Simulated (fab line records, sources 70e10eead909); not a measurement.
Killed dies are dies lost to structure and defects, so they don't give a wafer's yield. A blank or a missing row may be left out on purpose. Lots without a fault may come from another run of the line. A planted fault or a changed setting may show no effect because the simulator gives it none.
Chamber matching | flow nand_harc | NHARC_P_BONDPAD_CMP_19 on cmp-03: 4 sister chambers
The step polishes, t overpolish 30 s, cu recess touch 16 s, target thk 160.81 nm. 4 wafers are shown with their chamber, then 11 later ones without.

WAFERS WITH THEIR CHAMBER
wafer  | chamber | motor_current_A (A)
L083.3 | 1       | 12.0
L085.2 | 2       | 11.1
L085.5 | 0       | 12.2
L086.3 | 3       | 13.1

WAFERS WITHOUT THEIR CHAMBER
wafer  | motor_current_A (A)
L086.5 | 12.2
L086.6 | 11.6
L090.1 | 13.0
L090.5 | 12.8
L090.6 | 12.7
L094.2 | 11.8
L094.3 | 13.3
L094.6 | 11.4
L093.3 | 12.4
L093.5 | 12.1
L093.6 | 11.4

WHICH CHAMBER EACH WENT THROUGH
wafer  | from the rows above          | in truth
L086.5 | can't be placed: 0 or 1      | 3
L086.6 | can't be placed: 1 or 2 or 0 | 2
L090.1 | 3                            | 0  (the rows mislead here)
L090.5 | can't be placed: 3 or 0 or 1 | 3
L090.6 | can't be placed: 3 or 0 or 1 | 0
L094.2 | can't be placed: 1 or 0 or 2 | 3
L094.3 | 3                            | 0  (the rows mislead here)
L094.6 | can't be placed: 2 or 1 or 0 | 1
L093.3 | can't be placed: 0 or 1 or 3 | 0
L093.5 | can't be placed: 0 or 1      | 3
L093.6 | can't be placed: 2 or 1 or 0 | 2
Placed correctly: 0 of 11. Can't be placed from these rows: 9 (the true chamber is among the candidates in 6). Placed wrongly: 2.
How it was worked out, from the rows above alone: a wafer's distance from a chamber is the root of the sum, over the readings, of the square of ((its reading less the chamber's mean) divided by the reading's scatter). The wafer belongs to the nearest chamber; if the next one is less than 2 further off, it can't be placed. A chamber's mean is the mean of its shown wafers. The scatter: with one shown wafer a chamber, the root of the mean of the squares of how far each hidden wafer lies from its nearest shown one.
